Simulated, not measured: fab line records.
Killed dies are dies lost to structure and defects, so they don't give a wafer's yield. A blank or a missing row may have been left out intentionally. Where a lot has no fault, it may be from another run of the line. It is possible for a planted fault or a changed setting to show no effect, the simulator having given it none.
Tool commonality check -- flow nandHarc -- Sampled: 12 lots, 36 wafers

== THE REASON FOR OPENING IT ==
Flagged at NHARC_P_GATE_CD_MEAS_26: reading cdNm, on 1 of 12 lots. Fault-free wafers read 119.9 nm, with a standard deviation of 0.57.
Rule: a lot is flagged when every wafer of it that has a number lies more than 4 standard deviations from that mean, or none has a number. As for the other lots, they are considered sound.

lot,measured,on,"cdNm (nm), wafer by wafer",flag
L144,day 5 01:38,cdSem-03,120.3 120.2 119.4,
L148,day 5 23:03,cdSem-01,120.7 120.2 120.1,
L147,day 5 23:31,cdSem-03,120.4 120.8 119.6,
L150,day 6 17:22,cdSem-02,114.2 113.3 113.6,FLAGGED
L151,day 7 05:08,cdSem-02,119.9 119.5 119.6,
L160,day 9 03:01,cdSem-02,119.4 119.8 119.8,
L161,day 9 03:41,cdSem-03,120.1 120.3 119.6,
L159,day 9 03:50,cdSem-02,120.6 119.5 120.0,
L162,day 9 17:34,cdSem-01,119.3 119.5 119.6,
L164,day 9 22:58,cdSem-03,119.9 120.0 120.0,
L165,day 9 23:07,cdSem-01,120.5 119.9 120.0,
L166,day 10 10:13,cdSem-02,119.8 119.0 120.1,
The numbers of the flagged lots are 113.7 nm on average: -6.2 nm against the usual, or -11 standard deviations.

== WHICH TOOL EACH LOT WENT THROUGH ==
Before the reading, the record contains 2 process steps out of a 1159-step route. Each cell gives the tool, then ch followed by the chambers the sampled wafers passed through, then the start.
lot,flag,NHARC_P_ZERO_WELL_DESCUM_39,NHARC_P_GATE_EXPOSE_23
L144,,"rieDiel-03 ch 1,2, day 1 22:16","arfiScanner-02 ch 0, day 5 01:29"
L148,,"rieDiel-10 ch 0,1, day 2 22:18","arfiScanner-01 ch 0, day 5 22:55"
L147,,"rieDiel-10 ch 2,3, day 2 16:09","arfiScanner-02 ch 0, day 5 23:22"
L150,FLAGGED,"rieDiel-10 ch 1,2,3, day 3 10:26","arfiScanner-02 ch 0, day 6 17:14"
L151,,"rieDiel-10 ch 1,2, day 3 16:19","arfiScanner-03 ch 0, day 7 04:59"
L160,,"rieDiel-05 ch 0,1,2, day 5 22:47","arfiScanner-03 ch 0, day 9 02:52"
L161,,"rieDiel-05 ch 0,1,2, day 6 04:13","arfiScanner-03 ch 0, day 9 03:32"
L159,,"rieDiel-10 ch 2,3, day 5 16:29","arfiScanner-02 ch 0, day 9 03:41"
L162,,"rieDiel-10 ch 1,2,3, day 6 10:23","arfiScanner-01 ch 0, day 9 17:25"
L164,,"rieDiel-05 ch 0,2, day 6 22:04","arfiScanner-02 ch 0, day 9 22:49"
L165,,"rieDiel-05 ch 1,2,3, day 7 04:16","arfiScanner-01 ch 0, day 9 22:58"
L166,,"rieDiel-10 ch 0,2, day 7 10:28","arfiScanner-02 ch 0, day 10 10:04"
What these steps do:
- NHARC_P_ZERO_WELL_DESCUM_39: chemistry O2, time 3 s.
- NHARC_P_GATE_EXPOSE_23: exposes mask P GATE, target cd 120 nm.
- NHARC_P_GATE_CD_MEAS_26: target cd 120 nm.

== FLAGGED OVER TOTAL, TOOL BY TOOL (the gauges that took the reading come last) ==
step,tool,lots run,flagged,share of the flagged lots,sound lots run after its first flagged lot
NHARC_P_ZERO_WELL_DESCUM_39,rieDiel-03,1,0,none,-
NHARC_P_ZERO_WELL_DESCUM_39,rieDiel-05,4,0,none,-
NHARC_P_ZERO_WELL_DESCUM_39,rieDiel-10,7,1,all,"4 (L151,L159,L162,L166)"
NHARC_P_GATE_EXPOSE_23,arfiScanner-01,3,0,none,-
NHARC_P_GATE_EXPOSE_23,arfiScanner-02,6,1,all,"3 (L159,L164,L166)"
NHARC_P_GATE_EXPOSE_23,arfiScanner-03,3,0,none,-
NHARC_P_GATE_CD_MEAS_26,cdSem-01,3,0,none,-
NHARC_P_GATE_CD_MEAS_26,cdSem-02,5,1,all,"4 (L151,L160,L159,L166)"
NHARC_P_GATE_CD_MEAS_26,cdSem-03,4,0,none,-

== WHAT IS ALLOWED BY THE TABLE ==
rieDiel-10 at NHARC_P_ZERO_WELL_DESCUM_39, arfiScanner-02 at NHARC_P_GATE_EXPOSE_23 and cdSem-02 at NHARC_P_GATE_CD_MEAS_26: these 3 rows of the table ran every flagged lot.
- rieDiel-10 at NHARC_P_ZERO_WELL_DESCUM_39: 1 of its 7 lots flagged. Sound lots ran on it after the first flagged one (L151, L159, L162, L166), which a lasting fault on the whole tool wouldn't allow.
- arfiScanner-02 at NHARC_P_GATE_EXPOSE_23: 1 of its 6 lots flagged. Sound lots ran on it after the first flagged one (L159, L164, L166), which a lasting fault on the whole tool wouldn't allow.
- cdSem-02 at NHARC_P_GATE_CD_MEAS_26: 1 of its 5 lots flagged. Sound lots ran on it after the first flagged one (L151, L160, L159, L166), which a lasting fault on the whole tool wouldn't allow.
There is no row in the table that ran each flagged lot and no sound lot after the first.

== WHAT WAS PUT IN BY THE SIMULATOR ==
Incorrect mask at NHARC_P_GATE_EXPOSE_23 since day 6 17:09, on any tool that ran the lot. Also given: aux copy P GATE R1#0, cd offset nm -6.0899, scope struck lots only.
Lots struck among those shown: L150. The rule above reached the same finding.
